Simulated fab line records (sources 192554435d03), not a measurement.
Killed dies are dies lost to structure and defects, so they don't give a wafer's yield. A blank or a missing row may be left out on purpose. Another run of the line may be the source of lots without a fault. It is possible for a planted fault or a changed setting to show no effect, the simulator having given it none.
Lot-split experiment + flow n5 finfet + 7 lots, 21 wafers read, on a route of 1938 steps

## ABOUT THE SPLIT
At N5_FIN_SAQP_ETCH_69 (etches SOC in N2/H2, stops on SiNx, target depth 150 nm), the setting target depth a was moved away from the recipe's 1500 angstrom on 6 of the 21 wafers read, by -10.3% to -5.6%. All remaining wafers had this setting at the recipe value.

The reading comes from the split's own step.

## THE READING
etch.depth nm (the simulator's own value, which no gauge read), in nm, at N5_FIN_SAQP_ETCH_69 (etches SOC in N2/H2, stops on SiNx, target depth 150 nm). No usual value for it is given in the file. Here, 15 wafers ran the recipe; their average is 54.70 nm with a standard deviation of 0.57 nm.

| wafer  | tool, chamber at the split | target depth a as run, angstrom | against the recipe | etch.depth nm, nm | against lot-mates on the recipe |
|--------|----------------------------|---------------------------------|--------------------|-------------------|---------------------------------|
| L075.3 | rie diel-04, 1,3,2         | 1500                            | recipe             | 55                | -                               |
| L075.4 | rie diel-04, 1,3,2         | 1500                            | recipe             | 55                | -                               |
| L075.5 | rie diel-04, 1,3,2         | 1500                            | recipe             | 55                | -                               |
| L077.2 | rie diel-03, 1             | 1416                            | -5.6%              | 51.05             | -3.95                           |
| L077.3 | rie diel-03, 3             | 1500                            | recipe             | 55                | -                               |
| L077.4 | rie diel-03, 0             | 1416                            | -5.6%              | 52.56             | -2.44                           |
| L080.1 | rie diel-04, 3             | 1500                            | recipe             | 55                | -                               |
| L080.3 | rie diel-04, 0             | 1500                            | recipe             | 53.22             | -                               |
| L080.5 | rie diel-04, 1             | 1500                            | recipe             | 54.88             | -                               |
| L081.2 | rie diel-04, 2             | 1386                            | -7.6%              | 51.83             | -2.35                           |
| L081.5 | rie diel-04, 0             | 1500                            | recipe             | 53.36             | -                               |
| L081.6 | rie diel-04, 3             | 1500                            | recipe             | 55                | -                               |
| L085.2 | rie diel-02, 2             | 1345                            | -10.3%             | 48.65             | -6.20                           |
| L085.4 | rie diel-02, 3             | 1500                            | recipe             | 54.85             | -                               |
| L085.6 | rie diel-02, 0             | 1345                            | -10.3%             | 49.54             | -5.31                           |
| L088.1 | rie diel-03, 0             | 1347                            | -10.2%             | 49.8              | -4.98                           |
| L088.5 | rie diel-03, 2             | 1500                            | recipe             | 54.56             | -                               |
| L088.6 | rie diel-03, 0             | 1500                            | recipe             | 55                | -                               |
| L095.1 | rie diel-04, 3             | 1500                            | recipe             | 55                | -                               |
| L095.6 | rie diel-04, 3             | 1500                            | recipe             | 55                | -                               |
| L095.3 | rie diel-04, 1             | 1500                            | recipe             | 54.62             | -                               |
The file does not say which wafer passed through which chamber wherever a row lists several chambers: such a row stands for several wafers.

THE FIT
A straight line over all 21 wafers: etch.depth nm changes by +0.504 nm for each +1% of target depth a; r = +0.96; the points scatter about the line by 0.64 nm.
The same after taking each lot's own level away (the mean of its wafers on the recipe; 21 wafers): +0.511 nm for each +1%; r = +0.95; scatter 0.65 nm.
The reading moves by 5.3 nm for the largest change in target depth a, on that fit.
From 54.180 to 55.000 nm: that is the span of the lots' own levels, equal to 1.4 times the standard deviation above.
The two slopes are in agreement: the lot-to-lot level therefore moves the slope only a little.
Check: -4.97 nm against its lot-mates is what the line predicts for one of the wafers moved furthest among these (-10.3%) when that wafer is left out of the fit. It came out at -6.2 nm against them.

## THE OTHER SPLITS THESE WAFERS WENT THROUGH
These wafers also went through other splits before the reading. Each is held against what the fit with the lots' levels taken away leaves over:
| other split on the same wafers           | wafers away from the commonest value | r with etch.depth nm (lot level and that fit taken away) |
|------------------------------------------|--------------------------------------|----------------------------------------------------------|
| N5_ZERO_LAYER_PECVD_02 time s            | 6                                    | +0.17                                                    |
| N5_PMOS_HMC_CHANNEL_EPI_COAT_31 spin rpm | 6                                    | -0.26                                                    |
| N5_PMOS_HMC_CHANNEL_EPI_COAT_03 spin rpm | 6                                    | +0.53                                                    |
| N5_FIN_SAQP_HM_DEP_03 time s             | 5                                    | +0.11                                                    |
| N5_FIN_SAQP_EXPOSE_13 dose mj            | 9                                    | -0.24                                                    |
| N5_FIN_SAQP_COAT_68 spin rpm             | 11                                   | +0.18                                                    |

## THE FILE'S OWN FIT
etch.depth nm changes by +0.487 nm for each +1% of target depth a, r = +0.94.
